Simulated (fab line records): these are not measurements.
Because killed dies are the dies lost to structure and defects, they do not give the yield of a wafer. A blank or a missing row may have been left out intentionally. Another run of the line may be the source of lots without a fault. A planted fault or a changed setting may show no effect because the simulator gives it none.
fab line records + flow nand-harc
record:
- lots: 10
- wafers: 30
- last-day: 33
route steps=1302 shown A_ONON_D1@433 A_CHANNEL_HOLE_D1@451 END@1302
lots untouched by any fault: they come from a run of this same line in which no faults occurred
start-h: start of the lot's first displayed wafer, in hours after the record's first day + wait-h: how many hours have passed since the lot's step before this one + " the same as in the row above + L1.1+2: several wafers, shown together as one row + - no value, or no start given + * or withheld: withheld + < > ~ a bound
route shown NAME@n: a module of which the file shows steps, and the number in the route of the first + usual: mean and standard deviation over wafers with no fault + same: alike in all rows + chamber/n: place in a boat + sites: per-site readings + _std_site: how widely they spread, as a standard deviation + _edge_site: mean of outer sites minus mean of inner sites + radius-mm: how far each site lies from the wafer's centre + mask NAME#n: copy n + behind: the most recent tool/chamber to have shaped the wafer + hold: cause of the lot's hold/its duration in hours/its outcome + device: whichever transistor did not switch (one of n, p or np) + end of line: the route-end tests of the same wafers + a step with no rows: only its recipe + killed: count of dies lost to structure and defects at first sort (not the wafer's yield) + map: the dies of a wafer, with x for killed, . for not killed, _ for no die there
set.NAME: the setting as run; set.NAME@STEP: as run at that earlier step + model.NAME: the simulator's own value behind a step, which no gauge read
steps of the route over a sample of lots; a table a step, a row a wafer
services: when a tool's chamber went out of use (start-h, in hours from the record's first day, below 0 if earlier), for how many hours, and the reason
== steps ==
step: NHARC_A_ONON_D1_THK_MEAS_14
recipe:
- thk-meas-gauge: ellipsometry
usual:
- thk-nm: 1002/9.9
| lot.wafer | tool          | chamber | start-h | wait-h | thk-nm |
|-----------|---------------|---------|---------|--------|--------|
| L110.3    | film-metro-01 | -       | 158.46  | -      | 1007   |
| L110.4    | "             | -       | "       | "      | 1006   |
| L110.5    | "             | -       | "       | "      | 1007   |
| L112.2    | film-metro-02 | -       | 177.13  | -      | 1016   |
| L112.5    | "             | -       | "       | "      | 1014   |
| L112.6    | "             | -       | "       | "      | 1015   |
| L111.1    | film-metro-01 | -       | 177.15  | -      | 989    |
| L111.2    | "             | -       | "       | "      | 989    |
| L111.5    | "             | -       | "       | "      | 988    |
| L117.1    | film-metro-01 | -       | 237.42  | -      | 992    |
| L117.4    | "             | -       | "       | "      | 993    |
| L117.5    | "             | -       | "       | "      | 994    |
| L123.3    | film-metro-02 | -       | 293.76  | -      | 993    |
| L123.4    | "             | -       | "       | "      | 992    |
| L123.6    | "             | -       | "       | "      | 993    |
| L124.4    | film-metro-01 | -       | 310.57  | -      | 997    |
| L124.5    | "             | -       | "       | "      | 999    |
| L124.6    | "             | -       | "       | "      | 996    |
| L129.1    | film-metro-01 | -       | 361.31  | -      | 1014   |
| L129.4    | "             | -       | "       | "      | 1014   |
| L129.5    | "             | -       | "       | "      | 1015   |
| L131.2    | film-metro-01 | -       | 376.50  | -      | 1001   |
| L131.4    | "             | -       | "       | "      | 998    |
| L131.6    | "             | -       | "       | "      | 1000   |
| L133.1    | film-metro-02 | -       | 391.78  | -      | 1003   |
| L133.2    | "             | -       | "       | "      | 1005   |
| L133.6    | "             | -       | "       | "      | 1003   |
| L132.1    | film-metro-02 | -       | 391.80  | -      | 1006   |
| L132.2    | "             | -       | "       | "      | 1005   |
| L132.5    | "             | -       | "       | "      | 1004   |
step: NHARC_A_CHANNEL_HOLE_D1_DEP_01
recipe:
- target-thk-a: 1400
- target-thk-nm: 140
- temp-c: 400
- pressure-torr: 3.5
- flow-sccm: 200
- rf-w: 350
- material: SiON
usual:
- heater-power-w: 741/67
| lot.wafer | tool     | chamber | start-h | wait-h | heater-power-w | since-wet-clean-h |
|-----------|----------|---------|---------|--------|----------------|-------------------|
| L110.3    | pecvd-03 | 1       | 175.95  | 1.0    | 839            | 159               |
| L110.5    | "        | 2       | "       | "      | 711            | -                 |
| L110.4    | "        | 0       | "       | "      | 654            | -                 |
| L111.1    | pecvd-02 | 1       | 189.66  | 1.6    | 740            | 131               |
| L111.2    | "        | 2       | "       | "      | 742            | 131               |
| L111.5    | "        | 0       | "       | "      | 730            | -                 |
| L112.2    | pecvd-04 | 2       | 189.74  | 1.3    | 887            | 89                |
| L112.5    | "        | 0       | "       | "      | 821            | -                 |
| L112.6    | "        | 1       | "       | "      | 797            | -                 |
| L117.1    | pecvd-03 | 0       | 253.93  | 1.6    | 580            | 56                |
| L117.4    | "        | 1       | "       | "      | 771            | -                 |
| L117.5    | "        | 2       | "       | "      | 657            | -                 |
| L123.3    | pecvd-03 | 0       | 309.13  | 1.1    | 669            | 111               |
| L123.4    | "        | 2       | "       | "      | 702            | -                 |
| L123.6    | "        | 0       | "       | "      | 677            | -                 |
| L124.5    | pecvd-04 | 0       | 323.28  | 0.4    | 737            | -                 |
| L124.6    | "        | 1       | "       | "      | 694            | -                 |
| L124.4    | "        | 2       | "       | "      | 852            | -                 |
| L129.1    | pecvd-02 | 1       | 374.65  | 1.6    | 742            | 135               |
| L129.4    | "        | 0       | "       | "      | 711            | -                 |
| L129.5    | "        | 1       | "       | "      | 743            | -                 |
| L131.2    | pecvd-03 | 1       | 390.52  | 1.3    | 690            | 11                |
| L131.6    | "        | 1       | "       | "      | 721            | -                 |
| L131.4    | "        | 0       | "       | "      | 647            | -                 |
| L133.2    | pecvd-03 | 2       | 407.76  | 1.3    | 695            | 29                |
| L133.1    | "        | 1       | "       | "      | 716            | 29                |
| L133.6    | "        | 2       | "       | "      | 690            | -                 |
| L132.1    | pecvd-04 | 2       | 408.53  | 1.6    | 749            | 127               |
| L132.2    | "        | 1       | "       | "      | 791            | 127               |
| L132.5    | "        | 1       | "       | "      | 772            | -                 |
step: NHARC_A_CHANNEL_HOLE_D1_ETCH_39
recipe:
- target-depth-a: 2600
- over-etch-frac: 0.3
- time-s: 325
- ion-energy-ev: 200
- n2-flow-sccm: 150
- h2-flow-sccm: 150
- ar-flow-sccm: 0
- rf-w: 400
- bias-w: 150
- chemistry: N2/H2
usual:
- bias-w: 150.0/0.5
- drypump-motor-current-A: 5.5/0.32
- oes-product-au: 1.002/0.011
- rf-vpp-V: 430.2/2.1
- showerhead-plenum-p-Torr: 2.03/0.068
- throttle-valve-pct: 14.172/0.0087
| lot.wafer | tool        | chamber | start-h | wait-h | bias-w | drypump-motor-current-A | oes-product-au | rf-hours-counter-h | rf-vpp-V | showerhead-plenum-p-Torr | throttle-valve-pct |
|-----------|-------------|---------|---------|--------|--------|-------------------------|----------------|--------------------|----------|--------------------------|--------------------|
| L110.4    | rie-diel-01 | 3       | 177.06  | -      | 149.7  | 6.3                     | 0.999          | 50                 | 431.6    | 2.06                     | 14.182             |
| L110.3    | "           | 0       | "       | "      | 149.6  | 5.7                     | 1.020          | 45                 | 428.2    | 2.00                     | 14.163             |
| L110.5    | "           | 2       | "       | "      | 149.6  | 5.7                     | 1.011          | -                  | 431.6    | 2.07                     | 14.159             |
| L111.2    | rie-diel-10 | 0       | 190.78  | -      | 150.8  | 5.3                     | 1.001          | 11                 | 433.5    | 2.10                     | 14.170             |
| L111.1    | "           | 1       | "       | "      | 150.4  | 5.1                     | 1.027          | 11                 | 427.5    | 1.95                     | 14.169             |
| L111.5    | "           | 1       | "       | "      | 149.8  | 5.1                     | 1.025          | -                  | 428.6    | 1.95                     | 14.184             |
| L112.2    | rie-diel-10 | 1       | 191.06  | -      | 149.7  | 5.1                     | 1.022          | 11                 | 428.6    | 1.95                     | 14.171             |
| L112.5    | "           | 3       | "       | "      | 148.7  | 5.8                     | 0.992          | -                  | 427.3    | 1.98                     | 14.173             |
| L112.6    | "           | 0       | "       | "      | 150.0  | 5.3                     | 0.989          | -                  | 432.0    | 2.10                     | 14.178             |
| L117.1    | rie-diel-01 | 3       | 254.98  | -      | 149.9  | 6.3                     | 0.995          | 12                 | 430.1    | 2.06                     | 14.162             |
| L117.4    | "           | 1       | "       | "      | 151.1  | 6.2                     | 1.001          | 11                 | 426.4    | 1.91                     | 14.182             |
| L117.5    | "           | 2       | "       | "      | 150.1  | 5.7                     | 1.003          | -                  | 432.1    | 2.06                     | 14.184             |
| L123.3    | rie-diel-10 | 0       | 310.15  | -      | 150.4  | 5.3                     | 0.991          | 5                  | 432.8    | 2.10                     | 14.182             |
| L123.4    | "           | 1       | "       | "      | 150.4  | 5.1                     | 0.866          | 5                  | 428.6    | 1.95                     | 14.181             |
| L123.6    | "           | 1       | "       | "      | 150.7  | 5.1                     | 0.872          | -                  | 429.6    | 1.95                     | 14.181             |
| L124.4    | rie-diel-10 | 0       | 324.20  | -      | 150.0  | 5.3                     | 0.867          | 6                  | 433.3    | 2.10                     | 14.188             |
| L124.5    | "           | 2       | "       | "      | 149.9  | 5.5                     | 0.857          | -                  | 430.6    | 2.01                     | 14.172             |
| L124.6    | "           | 3       | "       | "      | 149.3  | 5.7                     | 0.874          | -                  | 428.8    | 1.98                     | 14.169             |
| L129.4    | rie-diel-04 | 2       | 375.73  | -      | 149.8  | 5.6                     | 0.993          | 3                  | 433.2    | 2.07                     | 14.162             |
| L129.1    | "           | 3       | "       | "      | 150.5  | 5.6                     | 1.012          | 3                  | 432.2    | 2.08                     | 14.171             |
| L129.5    | "           | 1       | "       | "      | 149.0  | 5.4                     | 1.016          | -                  | 433.2    | 2.16                     | 14.188             |
| L131.2    | rie-diel-10 | 2       | 391.48  | -      | 150.7  | 5.6                     | 0.984          | 11                 | 429.1    | 2.00                     | 14.170             |
| L131.4    | "           | 0       | "       | "      | 149.9  | 5.3                     | 1.008          | 13                 | 432.5    | 2.09                     | 14.160             |
| L131.6    | "           | 2       | "       | "      | 150.5  | 5.5                     | 0.982          | -                  | 429.2    | 2.00                     | 14.166             |
| L133.2    | rie-diel-04 | 0       | 408.86  | -      | 150.8  | 5.8                     | 0.994          | 13                 | 434.5    | 2.17                     | 14.185             |
| L133.1    | "           | 1       | "       | "      | 149.9  | 5.4                     | 1.012          | 12                 | 434.9    | 2.15                     | 14.166             |
| L133.6    | "           | 3       | "       | "      | 150.6  | 5.6                     | 1.009          | -                  | 431.4    | 2.07                     | 14.148             |
| L132.1    | rie-diel-10 | 0       | 409.64  | -      | 149.9  | 5.3                     | 0.994          | 14                 | 433.1    | 2.09                     | 14.184             |
| L132.2    | "           | 3       | "       | "      | 150.9  | 5.7                     | 1.001          | 13                 | 429.3    | 1.97                     | 14.175             |
| L132.5    | "           | 1       | "       | "      | 150.7  | 5.1                     | 1.006          | -                  | 429.0    | 1.95                     | 14.165             |
step: NHARC_A_CHANNEL_HOLE_D1_ETCH_23
recipe:
- bias-v: 5000
- source-w: withheld
- pressure-mtorr: 20
- time-s: 819
- ar-flow-sccm: 375
- c4f8-flow-sccm: 89.3
- o2-flow-sccm: 35.7
- temp-c: -20
- target-depth-a: 16000
- chemistry: C4F8/O2/Ar
usual:
- drypump-motor-current-A: 5.58/0.12
- showerhead-plenum-p-Torr: 3.66/0.075
- throttle-valve-pct: 32.155/0.0095
| lot.wafer | tool        | chamber | start-h | wait-h | drypump-motor-current-A | rf-hours-counter-h | showerhead-plenum-p-Torr | throttle-valve-pct |
|-----------|-------------|---------|---------|--------|-------------------------|--------------------|--------------------------|--------------------|
| L110.3    | har-etch-01 | 0       | 179.78  | 0.5    | 5.74                    | -                  | 3.63                     | 32.155             |
| L110.4    | "           | 1       | "       | "      | 5.46                    | -                  | 3.74                     | 32.159             |
| L110.5    | "           | 0       | "       | "      | 5.76                    | -                  | 3.63                     | 32.141             |
| L111.2    | har-etch-02 | 1       | 193.35  | 0.5    | 5.49                    | 296                | 3.66                     | 32.154             |
| L111.1    | "           | 0       | "       | "      | 5.62                    | 296                | 3.70                     | 32.160             |
| L111.5    | "           | 1       | "       | "      | 5.46                    | -                  | 3.66                     | 32.183             |
| L112.2    | har-etch-01 | 1       | 193.80  | 0.5    | 5.45                    | 93                 | 3.73                     | 32.159             |
| L112.6    | "           | 1       | "       | "      | 5.47                    | -                  | 3.73                     | 32.146             |
| L112.5    | "           | 0       | "       | "      | 5.75                    | -                  | 3.62                     | 32.158             |
| L117.1    | har-etch-02 | 1       | 257.51  | 0.5    | 5.43                    | 334                | 3.64                     | 32.153             |
| L117.4    | "           | 0       | "       | "      | 5.59                    | -                  | 3.68                     | 32.151             |
| L117.5    | "           | 1       | "       | "      | 5.46                    | -                  | 3.64                     | 32.147             |
| L123.3    | har-etch-01 | 1       | 312.85  | 0.5    | 5.46                    | -                  | 3.69                     | 32.140             |
| L123.4    | "           | 0       | "       | "      | 5.77                    | -                  | 3.58                     | 32.154             |
| L123.6    | "           | 1       | "       | "      | 5.47                    | -                  | 3.69                     | 32.148             |
| L124.4    | har-etch-01 | 1       | 327.45  | 0.5    | 5.46                    | -                  | 3.69                     | 32.154             |
| L124.5    | "           | 0       | "       | "      | 5.75                    | -                  | 3.58                     | 32.168             |
| L124.6    | "           | 1       | "       | "      | 5.47                    | -                  | 3.69                     | 32.135             |
| L129.1    | har-etch-01 | 1       | 382.50  | 0.5    | 5.49                    | 204                | 3.67                     | 32.154             |
| L129.4    | "           | 0       | "       | "      | 5.72                    | -                  | 3.56                     | 32.150             |
| L129.5    | "           | 0       | "       | "      | 5.76                    | -                  | 3.56                     | 32.151             |
| L131.2    | har-etch-02 | 0       | 398.02  | 0.5    | 5.60                    | 1                  | 3.64                     | 32.149             |
| L131.4    | "           | 0       | "       | "      | 5.60                    | -                  | 3.64                     | 32.150             |
| L131.6    | "           | 0       | "       | "      | 5.61                    | -                  | 3.64                     | 32.136             |
| L133.1    | har-etch-01 | 0       | 411.28  | 0.5    | 5.74                    | 226                | 3.55                     | 32.157             |
| L133.2    | "           | 1       | "       | "      | 5.44                    | 226                | 3.66                     | 32.152             |
| L133.6    | "           | 0       | "       | "      | 5.72                    | -                  | 3.55                     | 32.147             |
| L132.1    | har-etch-02 | 0       | 414.00  | 0.5    | 5.61                    | 13                 | 3.63                     | 32.154             |
| L132.2    | "           | 1       | "       | "      | 5.49                    | 13                 | 3.93                     | 32.150             |
| L132.5    | "           | 0       | "       | "      | 5.61                    | -                  | 3.63                     | 32.147             |
step: NHARC_END_SORT_01
recipe:
- temp-c: 25
usual:
- killed-at-array: 57/20
- killed-at-other: 1.0/1.5
- killed-at-periphery: 3.5/2.5
- killed-dies: 62/21
- killed-open: 3.5/1.9
- killed-short: 2.4/1.6
same:
- gross-dies: 677
| lot.wafer | tool      | chamber | start-h | wait-h | killed-at-array | killed-at-other | killed-at-periphery | killed-dies | killed-open | killed-short |
|-----------|-----------|---------|---------|--------|-----------------|-----------------|---------------------|-------------|-------------|--------------|
| L123.4    | prober-01 | 0       | 694.93  | 3.4    | 76              | 1               | 2                   | 79          | 1           | 0            |
| L123.6    | prober-01 | 0       | 696.55  | 4.0    | 53              | 3               | 1                   | 57          | 3           | 1            |
| L124.4    | prober-02 | 0       | 706.22  | 3.4    | 63              | 1               | 3                   | 67          | 3           | 1            |
| L124.5    | prober-02 | 0       | 707.03  | 3.7    | 72              | 1               | 4                   | 77          | 5           | 3            |
| L124.6    | prober-02 | 0       | 707.83  | 4.0    | 75              | 0               | 1                   | 76          | 8           | 0            |
killed by level:class
L123.4 A_SLIT:chamber-film-flake=26 A_CHANNEL_HOLE_D2:chamber-film-flake=24 A_CHANNEL_HOLE_D1:chamber-film-flake=11 A_CHANNEL_HOLE_D1:area-etch=8 A_STAIRCASE:chamber-film-flake=3 A_CONTACT:chamber-film-flake=2 A_M1:geometric-particle:open=1 P_GATE:chamber-film-flake=1
L123.6 A_SLIT:chamber-film-flake=28 A_CHANNEL_HOLE_D2:chamber-film-flake=8 A_CHANNEL_HOLE_D1:area-etch=5 A_CHANNEL_HOLE_D1:chamber-film-flake=4 A_CONTACT:chamber-film-flake=2 THIN_TSV:chamber-film-flake=2 A_DECK1_JOINT:geometric-particle:short=1 A_CHANNEL_FILL_D2:geometric-particle:open=1
L124.4 A_SLIT:chamber-film-flake=25 A_CHANNEL_HOLE_D2:chamber-film-flake=12 A_CHANNEL_HOLE_D1:chamber-film-flake=9 A_CONTACT:chamber-film-flake=6 A_CHANNEL_HOLE_D1:area-etch=4 A_STAIRCASE:chamber-film-flake=3 P_M0:geometric-particle:open=1 A_SGD_CUT:geometric-particle:open=1
L124.5 A_SLIT:chamber-film-flake=27 A_CHANNEL_HOLE_D2:chamber-film-flake=14 A_CHANNEL_HOLE_D1:chamber-film-flake=11 A_CONTACT:chamber-film-flake=6 A_STAIRCASE:chamber-film-flake=3 A_BONDPAD:chamber-film-flake=3 P_STI:geometric-particle:open=2 P_CONTACT:geometric-particle:short=1
L124.6 A_SLIT:chamber-film-flake=28 A_CHANNEL_HOLE_D2:chamber-film-flake=15 A_CONTACT:chamber-film-flake=8 A_CHANNEL_HOLE_D1:chamber-film-flake=7 A_STAIRCASE:chamber-film-flake=3 A_CONTACT:geometric-particle:open=2 A_DECK1_JOINT:chamber-film-flake=2 P_M0:geometric-particle:open=1
== services ==
| tool        | chamber | start-h | hours | kind   |
|-------------|---------|---------|-------|--------|
| rie-diel-04 | -       | 177.90  | 9.0   | pm     |
| pecvd-03    | -       | 185.24  | 13.0  | pm     |
| rie-diel-01 | -       | 203.80  | 9.0   | pm     |
| pecvd-02    | -       | 205.66  | 1.4   | repair |
| pecvd-03    | -       | 220.25  | 1.8   | repair |
| pecvd-02    | -       | 227.10  | 13.0  | pm     |
| rie-diel-04 | -       | 237.96  | 0.3   | repair |
| rie-diel-04 | 0       | 238.79  | 1.2   | repair |
| rie-diel-10 | -       | 242.50  | 9.0   | pm     |
| rie-diel-10 | -       | 262.75  | 0.5   | repair |
| pecvd-03    | 1       | 265.51  | 6.9   | repair |
| rie-diel-01 | 1       | 268.42  | 3.1   | repair |
| pecvd-04    | -       | 269.05  | 13.0  | pm     |
| pecvd-02    | -       | 285.18  | 0.6   | repair |
| rie-diel-01 | 2       | 297.34  | 2.8   | repair |
| rie-diel-04 | -       | 298.04  | 0.3   | repair |
| rie-diel-10 | 3       | 313.89  | 4.2   | repair |
| pecvd-04    | -       | 343.99  | 0.7   | repair |
| rie-diel-01 | 3       | 345.57  | 6.2   | repair |
| pecvd-04    | 0       | 347.58  | 20.1  | repair |
| rie-diel-04 | -       | 354.90  | 9.0   | pm     |
| pecvd-03    | -       | 366.24  | 13.0  | pm     |
| rie-diel-01 | 1       | 366.50  | 3.8   | repair |
| har-etch-02 | -       | 379.59  | 17.0  | pm     |
== key ==
first-sign:
- step: NHARC_A_CHANNEL_HOLE_D1_ETCH_39
- reading: oes-product-au
- direction: down
- sigmas: 13
- usual: 1.002
- struck: 0.867
effect none on later readings
met-at NHARC_A_CHANNEL_HOLE_D1_ETCH_39
struck-lots L123,L124
struck-wafers L123.4,L123.6,L124.4,L124.5,L124.6
tester-left-out L123,L124
not-acting-at NHARC_A_ONON_D1_THK_MEAS_14,NHARC_A_CHANNEL_HOLE_D1_DEP_01,NHARC_A_CHANNEL_HOLE_D1_ETCH_23
onset-between 191.06 310.15
fault:
- kind: process-parameter-drift
- tool: rie-diel-10
- chamber: -
- onset-h: 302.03
- steps: NHARC_A_CHANNEL_HOLE_D1_ETCH_39
- channel: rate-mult
- offset: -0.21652
- shape: step
- end-h: 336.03
- scope: struck-wafers-only
tester-left-out: of these lots the tester's yield and bins aren't shown, on N5 and GAA mostly nor the transistor test; their killed dies are dies lost to structure and defects alone, not to doping, threshold or leakage, so they don't give the yield
